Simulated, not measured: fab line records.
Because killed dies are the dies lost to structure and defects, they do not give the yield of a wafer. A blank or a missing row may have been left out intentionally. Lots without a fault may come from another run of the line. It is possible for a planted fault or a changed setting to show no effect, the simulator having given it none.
fab line records ; flow n5-finfet
record lots=6; wafers=15; last-day=16
route steps=1938 shown BEOL_M2@846 BEOL_M4@1111 PASSIVATION@1936
lots that met no fault: from a run of the same line without faults
start-h: hours from the record's first day to the start of the lot's first wafer shown ; wait-h: hours since the lot's step before ; " as in the row above ; L1.1+2: a single row standing in for several wafers ; - value missing, or start not given ; * or withheld: withheld ; < > ~ a bound
route shown NAME@n: NAME is a module with steps in the file, n the number in the route of the first one ; usual: the fault-free wafers' mean and standard deviation ; same: alike in all rows ; chamber/n: place in a boat ; sites: the reading at each site ; _std_site: standard deviation across them ; _edge_site: inner sites' mean taken away from outer sites' mean ; radius-mm: for every site, how far away it sits from the centre of the wafer ; mask NAME#n: copy n ; behind: the tool/chamber that last shaped the wafer ; hold: what put the lot on hold/how long, in hours/how the hold closed ; device: names the non-switching transistor (n, p or np) ; end of line: the route-end tests of the same wafers ; step lacking rows: just its recipe ; killed: count of dies lost to structure and defects at first sort (not the wafer's yield) ; map: a wafer's dies, x killed, . not, _ none there
set.NAME: the run value of the setting; set.NAME@STEP: its run value at that earlier step ; model.NAME: the simulator's own value behind a step, which no gauge read
lots seen at some steps along the route; tables by step, rows by wafer
services: a tool's chamber out of use, with start hour (start-h, from the record's first day; less than 0 if before it), hours out, and reason
## steps
# step N5_BEOL_M2_COAT_62
# recipe resist=SiARC; temp-c=220; time-s=60; spin-rpm=1500; resist-thk-nm=12
# step N5_BEOL_M2_COAT_73
# recipe resist=underlayer; temp-c=205; time-s=60; spin-rpm=1500; resist-thk-nm=5
# step N5_BEOL_M2_COAT_05
# recipe resist=CAR-EUV; spin-rpm=1500; resist-thk-nm=30
# step N5_BEOL_M2_EBR_07
# recipe solvent=PGMEA; ebr-width-mm=1.5
# step N5_BEOL_M2_SOFTBAKE_06
# recipe temp-c=110; time-s=60; resist=CAR-EUV
# step N5_BEOL_M2_EXPOSE_08
# recipe mask-id=M2; na=0.33; source-shape=dipole; sigma-inner=0.369; sigma-outer=0.767; polarization=unpolarized; dose-mj=41.25
# step N5_BEOL_M2_PEB_09
# recipe peb-temp-c=100; peb-time-s=60; resist=CAR-EUV
# step N5_BEOL_M2_DEVELOP_10
# recipe develop-time-s=30; developer=TMAH; resist=CAR-EUV; rinse-liquid=surfactant-rinse; dry=air-spin; dev-temp-c=23
# step N5_BEOL_M2_CD_MEAS_11
# recipe target-cd-nm=16.79; landing-energy-ev=500; detector=se-inlens; polarity=opening
# usual cd-nm=16.73/0.22
lot.wafer;tool;chamber;start-h;wait-h;cd-nm
L615.1;cd-sem-01;0;147.37;-;16.36
L615.5;cd-sem-01;0;147.37;-;16.66
L615.6;cd-sem-01;0;147.37;-;16.55
L618.1;cd-sem-03;0;168.31;-;16.73
L618.3;cd-sem-03;0;168.31;-;17.25
L618.4;cd-sem-03;0;168.31;-;16.70
L626.2;cd-sem-01;0;221.19;-;16.68
L626.6;cd-sem-01;0;221.19;-;16.32
L627.2;cd-sem-02;0;230.22;-;17.15
L627.3;cd-sem-02;0;230.22;-;17.01
L628.1;cd-sem-01;0;237.34;-;16.56
L628.4;cd-sem-01;0;237.34;-;16.63
L628.5;cd-sem-01;0;237.34;-;16.42
L632.1;cd-sem-01;0;251.91;-;16.29
L632.4;cd-sem-01;0;251.91;-;16.47
# step N5_BEOL_M2_OVL_MEAS_12
# recipe points-per-wafer=522
# usual M2_OVL=-0.9/0.64
lot.wafer;tool;chamber;start-h;wait-h;M2_OVL[nm]
L615.1;overlay-02;0;147.41;0.0;-1.0
L615.5;overlay-02;0;147.41;0.0;-1.8
L615.6;overlay-02;0;147.41;0.0;-1.2
L618.1;overlay-01;0;168.34;0.0;-1.6
L618.3;overlay-01;0;168.34;0.0;-0.7
L618.4;overlay-01;0;168.34;0.0;-1.0
L626.2;overlay-02;0;221.23;0.0;-1.3
L626.6;overlay-02;0;221.23;0.0;-1.1
L627.2;overlay-02;0;230.26;0.0;-1.9
L627.3;overlay-02;0;230.26;0.0;-1.1
L628.1;overlay-02;0;237.38;0.0;-1.0
L628.4;overlay-02;0;237.38;0.0;-1.4
L628.5;overlay-02;0;237.38;0.0;-1.8
L632.1;overlay-02;0;251.94;0.0;-1.3
L632.4;overlay-02;0;251.94;0.0;0.2
# step N5_BEOL_M2_INSPECT_13
# recipe mode=adi; inspect-instrument=brightfield
# usual raw-defect-count=405/81
lot.wafer;tool;chamber;start-h;wait-h;raw-defect-count
L615.1;defect-inspect-02;-;147.47;0.1;336
L615.5;defect-inspect-02;-;147.47;0.1;341
L615.6;defect-inspect-02;-;147.47;0.1;338
L618.1;defect-inspect-01;-;168.40;0.1;584
L618.3;defect-inspect-01;-;168.40;0.1;395
L618.4;defect-inspect-01;-;168.40;0.1;399
L626.2;defect-inspect-01;-;221.28;0.0;357
L626.6;defect-inspect-01;-;221.28;0.0;362
L627.2;defect-inspect-01;-;230.31;0.0;420
L627.3;defect-inspect-01;-;230.31;0.0;424
L628.1;defect-inspect-01;-;237.43;0.1;440
L628.4;defect-inspect-01;-;237.43;0.1;305
L628.5;defect-inspect-01;-;237.43;0.1;455
L632.1;defect-inspect-01;-;252.00;0.1;465
L632.4;defect-inspect-01;-;252.00;0.1;357
# step N5_BEOL_M2_DESCUM_16
# recipe chemistry=O2; time-s=7; source-power-w=50; bias-power-w=20; pressure-mtorr=20; rf-frequency-hz=2.712e+07; temp-c=40; resist=CAR-EUV; o2-flow-sccm=225
# usual drypump-motor-current-A=6.0/0.49; oes-product-au=0.78/0.089; rf-vpp-V=243.5/1.5; showerhead-plenum-p-Torr=2.11/0.075; throttle-valve-pct=20.40/0.19
# same time-s=7
lot.wafer;tool;chamber;start-h;wait-h;drypump-motor-current-A;oes-product-au;rf-hours-counter-h;rf-vpp-V;showerhead-plenum-p-Torr;throttle-valve-pct
L615.1;rie-diel-02;0;148.30;0.8;6.0;0.80;97;242.4;2.00;20.25
L615.5;rie-diel-02;2;148.30;0.8;6.4;0.89;-;245.8;2.21;20.17
L615.6;rie-diel-02;1;148.30;0.8;5.4;0.71;-;243.7;2.07;20.38
L618.1;rie-diel-05;2;168.47;0.1;5.7;0.67;248;240.7;2.07;20.59
L618.3;rie-diel-05;1;168.47;0.1;6.2;0.74;190;244.2;2.07;20.22
L618.4;rie-diel-05;0;168.47;0.1;5.6;0.69;242;242.2;2.05;20.41
L626.2;rie-diel-02;2;221.40;0.1;6.3;0.85;65;244.8;2.20;20.19
L626.6;rie-diel-02;0;221.40;0.1;6.0;0.77;-;242.9;1.99;20.30
L627.2;rie-diel-02;2;230.34;0.0;6.4;0.85;67;244.6;2.20;20.22
L627.3;rie-diel-02;0;230.34;0.0;6.0;0.77;127;240.7;1.99;20.31
L628.1;rie-diel-01;1;237.47;0.0;6.4;0.68;248;242.3;2.08;20.99
L628.4;rie-diel-01;2;237.47;0.0;4.8;0.72;212;245.0;2.17;20.63
L628.5;rie-diel-01;0;237.47;0.0;5.6;0.92;-;244.7;2.21;20.26
L632.1;rie-diel-05;1;252.04;0.0;6.2;0.70;226;243.3;2.06;20.29
L632.4;rie-diel-05;3;252.04;0.0;5.5;0.82;77;246.9;2.22;20.52
# step N5_BEOL_M2_ETCH_74
# recipe chemistry=N2/H2; target=underlayer; target-depth-a=65; mask-material=CAR-EUV; time-s=5.2; ion-energy-ev=200; pressure-mtorr=30; source-w=840; bias-w=150; n2-flow-sccm=200; h2-flow-sccm=200; ends=cleared
# usual drypump-motor-current-A=6.0/0.49; etch-rf-on-time-s=5.17/0.12; oes-product-au=0.67/0.074; rf-vpp-V=524.3/2.8; showerhead-plenum-p-Torr=2.56/0.092; throttle-valve-pct=17.82/0.15
lot.wafer;tool;chamber;start-h;wait-h;drypump-motor-current-A;etch-rf-on-time-s;oes-product-au;rf-hours-counter-h;rf-vpp-V;showerhead-plenum-p-Torr;throttle-valve-pct
L615.1;rie-diel-02;0;148.33;0.0;6.0;5.18;0.67;97;521.4;2.45;17.66
L615.5;rie-diel-02;2;148.33;0.0;6.4;5.24;0.74;-;529.8;2.71;17.63
L615.6;rie-diel-02;1;148.33;0.0;5.4;5.07;0.63;-;521.5;2.53;17.91
L618.1;rie-diel-05;2;168.50;0.0;5.8;5.33;0.57;248;522.7;2.50;18.05
L618.3;rie-diel-05;1;168.50;0.0;6.2;5.11;0.63;190;524.3;2.52;17.61
L618.4;rie-diel-05;0;168.50;0.0;5.6;5.38;0.58;242;523.9;2.52;18.08
L626.2;rie-diel-02;2;221.43;0.0;6.3;5.13;0.72;65;527.8;2.69;17.71
L626.6;rie-diel-02;0;221.43;0.0;6.0;5.95;0.61;-;521.8;2.44;17.69
L627.2;rie-diel-02;2;230.38;0.0;6.4;5.11;0.73;67;526.8;2.69;17.70
L627.3;rie-diel-02;0;230.38;0.0;6.0;5.86;0.61;127;520.4;2.44;17.72
L628.1;rie-diel-01;1;237.50;0.0;6.5;5.52;0.58;248;522.7;2.49;18.17
L628.4;rie-diel-01;2;237.50;0.0;4.8;5.14;0.63;212;523.3;2.62;18.03
L628.5;rie-diel-01;0;237.50;0.0;5.6;5.16;0.79;-;529.7;2.72;17.78
L632.1;rie-diel-05;1;252.08;0.0;6.2;5.13;0.60;226;522.8;2.50;17.66
L632.4;rie-diel-05;3;252.08;0.0;5.5;5.30;0.70;77;526.0;2.67;17.66
# step N5_BEOL_M2_ETCH_63
# recipe chemistry=CF4; target=SiARC; target-depth-a=156; mask-material=CAR-EUV; time-s=26; ion-energy-ev=80; pressure-mtorr=40; source-w=545; bias-w=36; Ar_flow_sccm=100; cf4-flow-sccm=100; ends=cleared
# usual cf4-flow-sccm=100.0/0.3; drypump-motor-current-A=6.0/0.49; etch-rf-on-time-s=25.7/0.57; oes-product-au=0.67/0.076; rf-vpp-V=184.2/1.1; showerhead-plenum-p-Torr=2.16/0.07; throttle-valve-pct=15.62/0.17
lot.wafer;tool;chamber;start-h;wait-h;cf4-flow-sccm;drypump-motor-current-A;etch-rf-on-time-s;oes-product-au;rf-hours-counter-h;rf-vpp-V;showerhead-plenum-p-Torr;throttle-valve-pct
L615.1;rie-diel-02;0;148.35;0.0;99.7;6.0;25.6;0.68;97;183.2;2.07;15.54
L615.5;rie-diel-02;2;148.35;0.0;100.1;6.4;25.4;0.77;-;184.9;2.26;15.36
L615.6;rie-diel-02;1;148.35;0.0;100.2;5.4;25.5;0.63;-;184.6;2.13;15.68
L618.1;rie-diel-05;2;168.52;0.0;100.4;5.7;26.1;0.57;248;183.8;2.11;15.83
L618.3;rie-diel-05;1;168.52;0.0;100.1;6.2;25.5;0.63;190;183.8;2.14;15.58
L618.4;rie-diel-05;0;168.52;0.0;99.9;5.6;26.5;0.59;242;182.2;2.12;15.80
L626.2;rie-diel-02;2;221.45;0.0;100.4;6.4;25.4;0.72;65;184.1;2.25;15.41
L626.6;rie-diel-02;0;221.45;0.0;100.0;6.0;25.9;0.65;-;184.1;2.06;15.61
L627.2;rie-diel-02;2;230.40;0.0;99.4;6.3;25.5;0.72;67;185.6;2.25;15.42
L627.3;rie-diel-02;0;230.40;0.0;100.5;6.0;25.9;0.65;127;182.4;2.06;15.59
L628.1;rie-diel-01;1;237.52;0.0;99.6;6.5;27.6;0.57;248;183.7;2.12;16.13
L628.4;rie-diel-01;2;237.52;0.0;99.8;4.8;26.0;0.63;212;184.2;2.20;15.75
L628.5;rie-diel-01;0;237.52;0.0;100.3;5.6;25.7;0.79;-;185.8;2.27;15.52
L632.1;rie-diel-05;1;252.09;0.0;99.8;6.2;25.6;0.61;226;184.7;2.12;15.62
L632.4;rie-diel-05;3;252.09;0.0;100.3;5.5;26.1;0.70;77;186.1;2.26;15.62
# step N5_BEOL_M4_RC_MEAS_101
# usual DIBL_N=35.9/1.7; DIBL_P=35.8/2.2; IOFF_N=0.15/0.03; IOFF_P=0.21/0.036; ION_N=674/12; ION_P=463/7.2; SS_N=71.3/0.59; SS_P=73.1/0.69; VT_N=250/3; VT_P=-251/3.2
lot.wafer;tool;chamber;start-h;wait-h;DIBL_N[mV/V];DIBL_P[mV/V];IOFF_N[nA/um];IOFF_P[nA/um];ION_N[uA/um];ION_P[uA/um];SS_N[mV/dec];SS_P[mV/dec];VT_N[mV];VT_P[mV]
L615.1;prober-01;0;184.11;0.0;35.1;33.7;0.13;0.19;681;469;71.0;72.8;252;-251
L615.5;prober-01;0;184.11;0.0;37.1;35.6;0.17;0.21;675;460;70.9;73.4;248;-249
L615.6;prober-01;0;184.11;0.0;35.3;33.7;0.14;0.19;681;468;70.5;72.7;250;-249
L618.1;prober-02;0;209.88;0.0;37.2;36.7;0.16;0.22;682;463;71.7;73.2;248;-249
L618.3;prober-02;0;209.88;0.0;39.4;39.9;0.22;0.28;693;472;71.7;73.4;244;-245
L618.4;prober-02;0;209.88;0.0;36.2;35.9;0.15;0.22;675;471;71.3;72.6;251;-248
L626.2;prober-02;0;255.15;0.2;38.9;39.7;0.19;0.23;669;453;72.1;74.7;249;-254
L626.6;prober-02;0;255.15;0.2;37.2;37.5;0.16;0.20;659;454;71.6;74.0;250;-255
L627.2;prober-01;0;268.94;0.2;34.4;36.4;0.15;0.19;675;463;71.0;73.3;250;-250
L627.3;prober-01;0;268.94;0.2;34.1;35.7;0.14;0.18;680;469;71.1;73.4;249;-251
L628.1;prober-02;0;274.66;0.0;37.4;37.7;0.17;0.21;681;461;71.8;73.2;248;-252
L628.4;prober-02;0;274.66;0.0;35.4;35.6;0.14;0.18;679;459;71.6;73.4;250;-253
L628.5;prober-02;0;274.66;0.0;36.6;36.5;0.15;0.19;664;455;71.7;73.3;252;-250
L632.1;prober-02;0;292.92;0.0;37.5;37.8;0.18;0.26;683;476;71.2;73.2;248;-246
L632.4;prober-02;0;292.92;0.0;36.1;36.4;0.15;0.26;665;468;71.5;72.7;250;-246
# step N5_PASSIVATION_PROBE_49
# usual defect-limited-yield=91.0/1.5; killed_at_M0_to_M3=35/12; killed_at_M4_up=15/5.8; killed-at-contacts=14/7.2; killed-at-front-end=40/10; killed-at-other=3/3; killed-dies=106/18; killed-open=68/14; killed-short=35/7.2; sort_bin_5_function=5.2/0.96; sort_bin_6_memory=3.3/0.69; sort_bin_8_speed=0.00/0.022; sort-n-pass=1074/18; sort-yield-pct=91.0/1.5
# same gross-dies=1180; killed-at-back-side=0; sort_bin_4_leakage[%]=0
lot.wafer;tool;chamber;start-h;wait-h;defect-limited-yield[%];killed_at_M0_to_M3;killed_at_M4_up;killed-at-contacts;killed-at-front-end;killed-at-other;killed-dies;killed-open;killed-short;sort_bin_5_function[%];sort_bin_6_memory[%];sort_bin_8_speed[%];sort-n-pass;sort-yield-pct[%]
L615.1;prober-02;-;281.09;0.0;90.4;61;10;5;35;2;113;74;35;5.5;3.9;0;1067;90.4
L615.5;prober-02;-;281.29;0.2;88.7;63;14;10;46;0;133;100;31;7.0;3.8;0;1047;88.7
L615.6;prober-02;-;281.34;0.3;91.5;26;12;9;48;5;100;71;28;5.3;3.1;0;1080;91.5
L618.1;prober-01;-;308.26;0.0;87.1;52;16;18;65;1;152;92;50;7.9;3.9;0;1028;87.1
L618.3;prober-01;-;308.36;0.1;90.2;47;13;22;31;3;116;77;36;5.8;3.8;0;1064;90.2
L618.4;prober-01;-;308.41;0.2;90.8;49;7;18;32;2;108;64;42;5.9;2.9;0;1072;90.8
L627.2;prober-02;-;365.15;0.6;90.6;38;16;17;37;3;111;67;36;4.9;3.9;0;1069;90.6
L627.3;prober-02;-;365.20;0.6;88.4;62;18;12;42;3;137;94;43;6.3;5.0;0;1043;88.4
L626.2;prober-02;-;365.45;0.4;92.6;25;19;8;29;6;87;55;28;4.9;2.3;0;1093;92.6
L626.6;prober-02;-;365.65;0.6;92.4;35;14;8;27;6;90;56;33;4.5;2.8;0;1090;92.4
L628.1;prober-02;-;374.10;0.0;93.3;26;9;11;31;2;79;42;34;3.4;3.1;0;1101;93.3
L628.4;prober-02;-;374.25;0.2;91.4;33;19;10;28;11;101;65;33;4.7;3.1;0;1079;91.4
L628.5;prober-02;-;374.30;0.2;90.6;35;17;16;29;14;111;72;35;5.6;3.6;0;1069;90.6
L632.1;prober-02;-;391.52;0.0;89.6;49;13;16;38;7;123;81;42;6.0;3.7;0;1057;89.6
L632.4;prober-02;-;391.67;0.2;93.0;29;11;14;25;4;83;57;24;4.7;2.2;0.08;1097;93.0
# killed by level:class
L615.1 BEOL_M2:geometric-particle:open=18 BEOL_M0_SAQP:geometric-particle:open=15 BEOL_M0_SAQP:geometric-particle:short=10 STI_FIN_REVEAL:geometric-particle:open=8 BEOL_M3:geometric-particle:open=8 DUMMY_GATE:geometric-particle:open=6 STARTING-WAFER:geometric-particle:short=5 FIN_SAQP:geometric-particle:open=4
L615.5 BEOL_M3:geometric-particle:open=26 BEOL_M2:geometric-particle:open=12 FIN_SAQP:geometric-particle:open=9 MOL_CONTACT_COAG:geometric-particle:open=9 STI_FIN_REVEAL:geometric-particle:open=8 BEOL_M0_SAQP:geometric-particle:short=7 FIN_SAQP:geometric-particle:short=6 BEOL_M1:geometric-particle:open=6
L615.6 FIN_SAQP:geometric-particle:open=14 FIN_SAQP:geometric-particle:short=8 BEOL_M3:geometric-particle:open=8 MOL_CONTACT_COAG:geometric-particle:open=8 STI_FIN_REVEAL:geometric-particle:open=7 DUMMY_GATE:geometric-particle:open=4 BEOL_M0_SAQP:geometric-particle:open=4 BEOL_M0_SAQP:geometric-particle:short=4
L618.1 FIN_SAQP:geometric-particle:short=17 MOL_CONTACT_COAG:geometric-particle:open=17 BEOL_M2:geometric-particle:open=15 STI_FIN_REVEAL:geometric-particle:open=11 BEOL_M1:geometric-particle:open=11 BEOL_M0_SAQP:geometric-particle:short=10 HKMG_FIN:area-etch=8 GATE_CUT:geometric-particle:short=7
L618.3 MOL_CONTACT_COAG:geometric-particle:open=18 BEOL_M2:geometric-particle:open=15 BEOL_M1:geometric-particle:open=10 BEOL_M0_SAQP:geometric-particle:short=7 BEOL_M4:geometric-particle:open=5 STARTING-WAFER:geometric-particle:open=5 FIN_SAQP:geometric-particle:short=4 STI_FIN_REVEAL:geometric-particle:open=4
L618.4 MOL_CONTACT_COAG:geometric-particle:open=15 FIN_SAQP:geometric-particle:open=11 BEOL_M0_SAQP:geometric-particle:short=10 BEOL_M2:geometric-particle:open=10 FIN_SAQP:geometric-particle:short=9 BEOL_M0_SAQP:geometric-particle:open=8 BEOL_M3:geometric-particle:open=7 BEOL_M2:geometric-particle:short=6
L627.2 BEOL_M2:geometric-particle:open=15 FIN_SAQP:geometric-particle:short=10 MOL_CONTACT_COAG:geometric-particle:open=10 FIN_SAQP:geometric-particle:open=9 BEOL_M4:geometric-particle:open=8 BEOL_M3:geometric-particle:open=7 MOL_CONTACT_COAG:geometric-particle:short=6 HKMG_FIN:area-etch=6
L627.3 BEOL_M2:geometric-particle:open=17 BEOL_M0_SAQP:geometric-particle:short=13 FIN_SAQP:geometric-particle:open=12 BEOL_M0_SAQP:geometric-particle:open=11 BEOL_M3:geometric-particle:open=9 MOL_CONTACT_COAG:geometric-particle:open=7 FIN_SAQP:geometric-particle:short=6 BEOL_M2:geometric-particle:short=6
L626.2 FIN_SAQP:geometric-particle:open=8 BEOL_M3:geometric-particle:open=8 BEOL_M4:geometric-particle:open=8 GATE_CUT:geometric-particle:short=5 MOL_CONTACT_COAG:geometric-particle:open=5 BEOL_M2:geometric-particle:open=5 FIN_SAQP:geometric-particle:short=4 STI_FIN_REVEAL:geometric-particle:open=4
L626.6 BEOL_M0_SAQP:geometric-particle:short=10 BEOL_M4:geometric-particle:open=10 MOL_CONTACT_COAG:geometric-particle:open=7 BEOL_M0_SAQP:geometric-particle:open=7 BEOL_M2:geometric-particle:open=6 BEOL_M3:geometric-particle:open=6 FIN_SAQP:geometric-particle:short=4 FIN_SAQP:geometric-particle:open=4
L628.1 MOL_CONTACT_COAG:geometric-particle:open=8 FIN_SAQP:geometric-particle:short=6 GATE_CUT:geometric-particle:short=6 BEOL_M3:geometric-particle:open=6 FIN_SAQP:geometric-particle:open=5 BEOL_M1:geometric-particle:open=5 BEOL_M2:geometric-particle:open=5 STARTING-WAFER:geometric-particle:short=4
L628.4 STI_FIN_REVEAL:geometric-particle:open=9 BEOL_M1:geometric-particle:open=9 MOL_CONTACT_COAG:geometric-particle:open=8 BEOL_M4:geometric-particle:open=8 FIN_SAQP:geometric-particle:short=4 MIM_TOP_ETCH:geometric-particle:short=4 BEOL_M0_SAQP:geometric-particle:short=4 BEOL_M0_SAQP:geometric-particle:open=4
L628.5 MOL_CONTACT_COAG:geometric-particle:open=11 FIN_SAQP:geometric-particle:open=9 BEOL_M1:geometric-particle:open=9 BEOL_M0_SAQP:geometric-particle:short=7 BEOL_M4:geometric-particle:open=6 BEOL_M3:geometric-particle:open=5 FIN_SAQP:geometric-particle:short=4 STI_FIN_REVEAL:geometric-particle:open=4
L632.1 BEOL_M2:geometric-particle:open=20 MOL_CONTACT_COAG:geometric-particle:open=14 GATE_CUT:geometric-particle:short=6 GATE_CUT:geometric-particle:open=6 BEOL_M0:geometric-particle:open=6 STI_FIN_REVEAL:geometric-particle:open=5 BEOL_M0_SAQP:geometric-particle:short=5 BEOL_M1:geometric-particle:open=5
L632.4 MOL_CONTACT_COAG:geometric-particle:open=12 STI_FIN_REVEAL:geometric-particle:open=11 BEOL_M0_SAQP:geometric-particle:open=5 BEOL_M2:geometric-particle:open=5 BEOL_M0:geometric-particle:open=4 BEOL_M3:geometric-particle:open=4 BEOL_M4:geometric-particle:open=4 STARTING-WAFER:geometric-particle:open=4
## services
tool;chamber;start-h;hours;kind
rie-diel-01;0;127.32;-;clean
rie-diel-01;0;127.32;-;consumable-replace:focus-ring
rie-diel-01;0;127.32;-;consumable-replace:showerhead
rie-diel-01;0;127.32;22.1;scheduled-down
rie-diel-01;0;127.32;22.1;vent-cycle
rie-diel-05;2;174.17;-;clean
rie-diel-05;2;174.17;-;consumable-replace:focus-ring
rie-diel-05;2;174.17;18.4;scheduled-down
rie-diel-05;2;174.17;18.4;vent-cycle
rie-diel-05;0;193.08;-;clean
rie-diel-05;0;193.08;-;consumable-replace:focus-ring
rie-diel-05;0;193.08;30.1;scheduled-down
rie-diel-05;0;193.08;30.1;vent-cycle
rie-diel-02;-;195.44;3.7;repair
rie-diel-01;1;244.89;-;clean
rie-diel-01;1;244.89;-;consumable-replace:focus-ring
rie-diel-01;1;244.89;16.2;scheduled-down
rie-diel-01;1;244.89;16.2;vent-cycle
rie-diel-02;2;248.76;6.5;repair
## key
first-sign step=N5_BEOL_M2_ETCH_74; reading=etch-rf-on-time-s; direction=up; sigmas=6.3; usual=*; struck=*
effect none on later readings
met-at N5_BEOL_M2_ETCH_74
struck-wafers L626.6,L627.3
onset-between 148.33 221.43
fault kind=process-parameter-drift; tool=rie-diel-02; chamber=-; onset-h=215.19; steps=N5_BEOL_M2_ETCH_74; channel=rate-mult; offset=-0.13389; shape=step; end-h=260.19; scope=struck-wafers-only
